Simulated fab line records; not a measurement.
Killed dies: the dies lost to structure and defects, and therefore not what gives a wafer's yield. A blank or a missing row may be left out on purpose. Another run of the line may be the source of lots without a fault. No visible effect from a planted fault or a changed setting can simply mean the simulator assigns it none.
Matching of chambers + flow nandHarc + NHARC_A_SGD_CUT_DEP_00 on pecvd-04: 3 sister chambers
The step deposits SiNx, target thk 50 nm. 20 wafers are shown with their chamber, then 10 later ones without.

WAFERS, EACH WITH ITS CHAMBER
| wafer  | chamber | heaterPowerW (W) |
|--------|---------|------------------|
| L075.3 | 0       | 821              |
| L075.5 | 0       | 812              |
| L075.6 | 1       | 588              |
| L079.1 | 2       | 768              |
| L079.5 | 0       | 855              |
| L079.6 | 1       | 721              |
| L078.2 | 1       | 621              |
| L078.4 | 0       | 848              |
| L078.5 | 2       | 676              |
| L081.1 | 1       | 672              |
| L081.3 | 0       | 801              |
| L081.6 | 2       | 775              |
| L084.1 | 1       | 642              |
| L084.4 | 1       | 636              |
| L084.5 | 2       | 795              |
| L082.1 | 2       | 800              |
| L082.3 | 0       | 687              |
| L082.6 | 2       | 808              |
| L091.2 | 2       | 676              |
| L091.3 | 0       | 651              |

SIGNATURES (averages over the wafers above)
| reading      | chamber 0 | chamber 1 | chamber 2 | scatter within a chamber |
|--------------|-----------|-----------|-----------|--------------------------|
| heaterPowerW | 782.14    | 646.67    | 756.86    | 63.5                     |
Rule: distance of a wafer from a chamber = root of the sum over the readings of ((wafer's reading minus chamber's mean) / reading's scatter) squared. If the next closest chamber is less than 2 further off than the closest, the wafer can't be placed; otherwise it belongs to the closest. The scatter: the root of (the sum of the squares of (reading less its chamber's mean) over the shown wafers, divided by (wafers less chambers)).

WAFERS WHOSE CHAMBER IS MISSING
| wafer  | heaterPowerW (W) |
|--------|------------------|
| L091.4 | 682              |
| L092.4 | 789              |
| L092.5 | 759              |
| L092.6 | 761              |
| L094.1 | 786              |
| L094.2 | 722              |
| L094.3 | 781              |
| L097.2 | 807              |
| L097.3 | 749              |
| L097.6 | 760              |

THE CHAMBER EACH PASSED THROUGH
| wafer  | from the rows above          | in truth |
|--------|------------------------------|----------|
| L091.4 | can't be placed: 1 or 2 or 0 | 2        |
| L092.4 | can't be placed: 0 or 2      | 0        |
| L092.5 | can't be placed: 2 or 0 or 1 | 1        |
| L092.6 | can't be placed: 2 or 0 or 1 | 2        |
| L094.1 | can't be placed: 0 or 2      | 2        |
| L094.2 | can't be placed: 2 or 0 or 1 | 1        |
| L094.3 | can't be placed: 0 or 2      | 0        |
| L097.2 | can't be placed: 0 or 2      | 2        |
| L097.3 | can't be placed: 2 or 0 or 1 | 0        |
| L097.6 | can't be placed: 2 or 0 or 1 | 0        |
Placed correctly: 0 of 10. Unplaceable from these rows: 10, with the true chamber sitting among the candidates in 10. Wrongly placed: 0.
